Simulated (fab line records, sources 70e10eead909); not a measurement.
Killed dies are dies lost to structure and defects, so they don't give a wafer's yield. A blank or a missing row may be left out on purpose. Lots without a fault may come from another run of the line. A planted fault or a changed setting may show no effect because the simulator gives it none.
Which tool did it? | flow nand_harc | 14 lots, 40 wafers sampled, at 5 steps of a route of 1159

WHAT THE GAUGES READ, wafer by wafer
NHARC_A_START_INSPECT_01. Usual: raw_defect_count 3.4, standard deviation 1.9.
lot  | measured     | on                | raw_defect_count | flag
L876 | day 6 15:03  | defect_inspect-02 | 2 4 1            |
L877 | day 7 00:16  | defect_inspect-02 | 2 5 4            |
L880 | day 7 11:52  | defect_inspect-01 | 4 4 4            |
L882 | day 8 04:22  | defect_inspect-01 | 7 6 3            |
L881 | day 8 05:38  | defect_inspect-01 | 4 6 7            |
L884 | day 8 11:02  | defect_inspect-01 | 1 6 5            |
L885 | day 8 14:56  | defect_inspect-02 | 0 5 7            |
L886 | day 8 19:42  | defect_inspect-02 | 3 3 4            |
L889 | day 9 16:04  | defect_inspect-02 | 2 4              |
L892 | day 10 21:13 | defect_inspect-02 | 3 1              |
L896 | day 11 06:40 | defect_inspect-01 | 2 3 3            |
L897 | day 11 22:04 | defect_inspect-02 | 3 4 7            |
L898 | day 11 22:33 | defect_inspect-02 | 2 5 7            |
L899 | day 12 07:13 | defect_inspect-01 | 7 2 8            |

NHARC_A_ONON_D1_THK_MEAS_14: measures by ellipsometry. Usual: thk_nm 1000 nm, standard deviation 9.1.
lot  | measured     | on            | thk_nm (nm)    | flag
L876 | day 7 17:04  | film_metro-02 | 993 993 990    |
L877 | day 8 02:28  | film_metro-02 | 1000 1001 1002 |
L880 | day 8 12:15  | film_metro-02 | 1011 1010 1009 |
L882 | day 9 07:16  | film_metro-01 | 1010 1011 1010 |
L881 | day 9 07:20  | film_metro-02 | 999 996 997    |
L884 | day 9 14:36  | film_metro-01 | 997 999 1000   |
L885 | day 9 14:36  | film_metro-02 | 987 986 985    |
L886 | day 10 00:03 | film_metro-02 | 996 996 997    |
L889 | day 10 17:53 | film_metro-02 | 537 536        | OFF
L892 | day 11 23:22 | film_metro-01 | 525 1008       | OFF
L896 | day 12 08:50 | film_metro-02 | 1006 1005 1006 |
L897 | day 12 23:21 | film_metro-02 | 998 1001 1000  |
L898 | day 12 23:24 | film_metro-01 | 977 976 977    |
L899 | day 13 10:19 | film_metro-02 | 1000 998 1000  |

NHARC_A_ONON_D1_INSPECT_32. Usual: raw_defect_count 74, standard deviation 26.
lot  | measured     | on                | raw_defect_count | flag
L876 | day 8 03:10  | defect_inspect-02 | 50 45 32         |
L877 | day 8 13:25  | defect_inspect-02 | 46 127 67        |
L880 | day 9 00:28  | defect_inspect-01 | 107 86 81        |
L882 | day 9 17:46  | defect_inspect-01 | 43 53 75         |
L881 | day 9 17:49  | defect_inspect-01 | 101 137 90       |
L884 | day 10 00:35 | defect_inspect-01 | 44 28 60         |
L885 | day 10 00:32 | defect_inspect-02 | 56 69 77         |
L886 | day 10 10:00 | defect_inspect-02 | 58 73 118        |
L889 | day 11 03:48 | defect_inspect-01 | 62 57            |
L892 | day 12 11:25 | defect_inspect-02 | 81 46            |
L896 | day 12 19:34 | defect_inspect-02 | 55 49 47         |
L897 | day 13 09:47 | defect_inspect-02 | 94 75 75         |
L898 | day 13 09:40 | defect_inspect-01 | 56 65 71         |
L899 | day 13 20:29 | defect_inspect-01 | 54 44 89         |

NHARC_END_SORT_01. Usual: killed_at_array 25, standard deviation 9.5; killed_at_other 0.8, standard deviation 1.2; killed_at_periphery 3.4, standard deviation 2.2; killed_dies 29, standard deviation 10; killed_open 3.3, standard deviation 1.8; killed_short 2.1, standard deviation 1.4.
lot  | measured     | on        | killed_at_array | killed_at_other | killed_at_periphery | killed_dies | killed_open | killed_short | flag
L889 | day 22 06:58 | prober-02 | 672 671         | 0 0             | 5 6                 | 677 677     | 6 4         | 3 1          | OFF

WHICH TOOL RAN EACH LOT (tool, then ch and the chambers of the sampled wafers, then the start)
lot  | NHARC_A_ONON_D1_DEP_12
L876 | pecvd_onon-02 ch 0, day 7 16:40
L877 | pecvd_onon-02 ch 0, day 8 01:56
L880 | pecvd_onon-04 ch 0, day 8 11:48
L882 | pecvd_onon-03 ch 0, day 9 06:49
L881 | pecvd_onon-04 ch 0, day 9 06:55
L884 | pecvd_onon-02 ch 0, day 9 14:05
L885 | pecvd_onon-04 ch 0, day 9 14:05
L886 | pecvd_onon-02 ch 0, day 9 23:40
L889 | pecvd_onon-02 ch 0, day 10 17:22
L892 | pecvd_onon-02 ch 0, day 11 22:49
L896 | pecvd_onon-04 ch 0, day 12 08:19
L897 | pecvd_onon-04 ch 0, day 12 22:53
L898 | pecvd_onon-03 ch 0, day 12 22:53
L899 | pecvd_onon-04 ch 0, day 13 09:59
- NHARC_A_ONON_D1_DEP_12: target thk 1000 nm.

WHAT THE TOOLS THEMSELVES READ (means of the sampled wafers that have a number; where no wafer has one, the mark that the record gives instead)
The record holds no such reading with a usual standard deviation.

THE ANSWER, worked out from the rows above alone
Rule: a lot is off if the mean of its wafers that have a number lies more than 3 standard deviations from the usual mean. A lot without any number at a reading at which 4 lots or more have one is off too. The other lots that the step has rows for count as sound. The gauges are gone through in route order, then the tools' own readings, and for those a lot's mean is taken as printed above. The first step at which some lot is off is used, and at that step the reading that is off furthest; a lot without a number counts as furthest.
Off: L889, L892, at NHARC_A_ONON_D1_THK_MEAS_14 (thk_nm).
A tool fits if, at a process step before that reading, it ran every lot that is off, and no sound lot after the first of them. The gauges at NHARC_A_ONON_D1_THK_MEAS_14 are tried like those tools. One fits: pecvd_onon-02 at NHARC_A_ONON_D1_DEP_12. Its last sound lot is L886 (day 9 23:40), its first lot that is off L889 (day 10 17:22): a fault that began between those two fits.

WHAT THE SIMULATOR HAD PUT IN
Process parameter drift: pecvd_onon-02, from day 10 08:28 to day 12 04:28, at NHARC_A_ONON_D1_DEP_12. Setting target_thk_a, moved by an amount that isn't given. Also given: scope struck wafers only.
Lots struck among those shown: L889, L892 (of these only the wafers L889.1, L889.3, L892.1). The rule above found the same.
